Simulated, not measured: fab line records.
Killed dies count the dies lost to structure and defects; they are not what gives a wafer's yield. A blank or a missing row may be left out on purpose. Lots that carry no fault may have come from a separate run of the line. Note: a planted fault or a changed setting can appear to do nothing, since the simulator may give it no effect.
Code-filled problem report in 8D (eight disciplines) form ; flow nand-harc ; the parts of the form that need people (team, actions taken, sign-off) are left out

## 1. THE ISSUE
Wafers with no fault read 144.0 nm with a standard deviation of 1.3, whereas thk-nm at NHARC_P_M2_THK_MEAS_24 reads a mean of 136.5 nm on 1 wafer of 1 lot. Relative to the usual mean, that is a shift of -5.8 standard deviations.
The step: measures by xrf.
First observed at day 9 17:57: wafer L596.6, on film-metro-01. The record has a number at this step for 36 wafers belonging to 12 lots. Rule for "out", or "out of limits": more than 4 standard deviations from the usual mean. The rest of the wafers with a number are treated as sound.

## 2. WHAT IT IS, WHAT IT ISN'T
question;is;is not
which readings at this step;thk-nm;-
which lots;L596;L584, L586, L587, L588, L589, L590, L591, L592, L599, L604, L607
which wafers of those lots;L596.6;L596.1, L596.2
read on which gauges;film-metro-01;film-metro-02
when;from day 9 17:57;"up to then (26 sound wafers); but 9 sound wafers of L599, L604, L607 came after"

## 3. WHAT RULES OUT EACH SUSPECT
Counting: if a tool at a process step up to the reading ran every lot that is out, it stays a suspect. Sound lots after the first of them don't rule it out here, since some wafers of a struck lot are sound.
- the gauge at NHARC_P_M2_THK_MEAS_24 has been ruled out. All the wafers that are out were read on film-metro-01, but those of them that NHARC_P_M2_CMP_23 has rows for are out there too, on other tools.
- pvd-sputter-02 at NHARC_P_M1_PVD_21 (deposits Cu, target thk 30 nm, time 20.49 s): kept. L596, the lot that is out, went through it at day 9 17:41; up to then, the latest sound lot through it was L592 at day 8 03:02. NHARC_P_M1_PVD_21 gives no start for some lots, so the hours and the order of its lots are those of NHARC_P_M2_CMP_23.
- pvd-sputter-01 at NHARC_P_M2_PRE_CLEAN_30 (time 30 s): kept. L596, the lot that is out, went through it at day 9 17:41; up to then, the latest sound lot through it was L589 at day 7 05:25. NHARC_P_M2_PRE_CLEAN_30 gives no start for some lots, so the hours and the order of its lots are those of NHARC_P_M2_CMP_23.
- pvd-sputter-01 at NHARC_P_M2_PVD_21 (deposits Cu, target thk 30 nm, time 20.49 s): kept. L596, the lot that is out, went through it at day 9 17:41; up to then, the latest sound lot through it was L589 at day 7 05:25. NHARC_P_M2_PVD_21 gives no start for some lots, so the hours and the order of its lots are those of NHARC_P_M2_CMP_23.
- cmp-01 at NHARC_P_M2_CMP_23 (polishes, t overpolish 20 s, target thk 144.3 nm): kept. L596, the lot that is out, went through it at day 9 17:41; up to then, the latest sound lot through it was L592 at day 8 03:02. On those wafers its own readings are out: time-to-endpoint-s.
- At NHARC_P_M2_CMP_23, inside cmp-01: chamber 2 took the wafers that are out, while their sound lot-mates went through chambers 0, 1.
Left after counting: pvd-sputter-02 at NHARC_P_M1_PVD_21, pvd-sputter-01 at NHARC_P_M2_PRE_CLEAN_30, pvd-sputter-01 at NHARC_P_M2_PVD_21, cmp-01 at NHARC_P_M2_CMP_23.

## 4. THE CAUSE (what the simulator had put in)
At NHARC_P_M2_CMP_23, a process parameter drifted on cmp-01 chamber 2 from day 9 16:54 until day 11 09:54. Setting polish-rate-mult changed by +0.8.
Counting left 4 suspects, and this tool is among them.

## 5. THE EFFECT CHAIN, in route order
Each row: a reading whose mean over the struck wafers that have a number lies more than 3 standard deviations from the usual. Scope: only readings with a usual standard deviation given in the record; hours: median across lots of the time from each lot's start at the first step in this table that gives one to its start at this step; sigmas: change in usual standard deviations.
hours;step;reading;usual;on struck wafers;change;sigmas
0;NHARC_P_M2_CMP_23;time-to-endpoint-s;28.3 s;18.2;-10.1;-4.0
0;NHARC_P_M2_THK_MEAS_24;thk-nm;144.0 nm;136.5;-7.5;-5.8
Here are the process steps it includes:
- NHARC_P_M2_CMP_23: polishes, t overpolish 20 s, target thk 144.3 nm.

## 6. WHAT WOULD HAVE CAUGHT IT SOONER
In this record the first reading out of limits at a measuring or inspecting step was taken at day 9 17:57, 1 hour after the fault began at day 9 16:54.
At NHARC_P_M2_CMP_23, the tool's own readings (time-to-endpoint-s) were out on each struck wafer the step has a row for, so an alarm limit on them would have fired on the first such wafer.
By day 9 17:57, every lot that is out (1) had started NHARC_P_M2_CMP_23 on cmp-01. Had the tool been put on hold then, not one of them would have been saved.
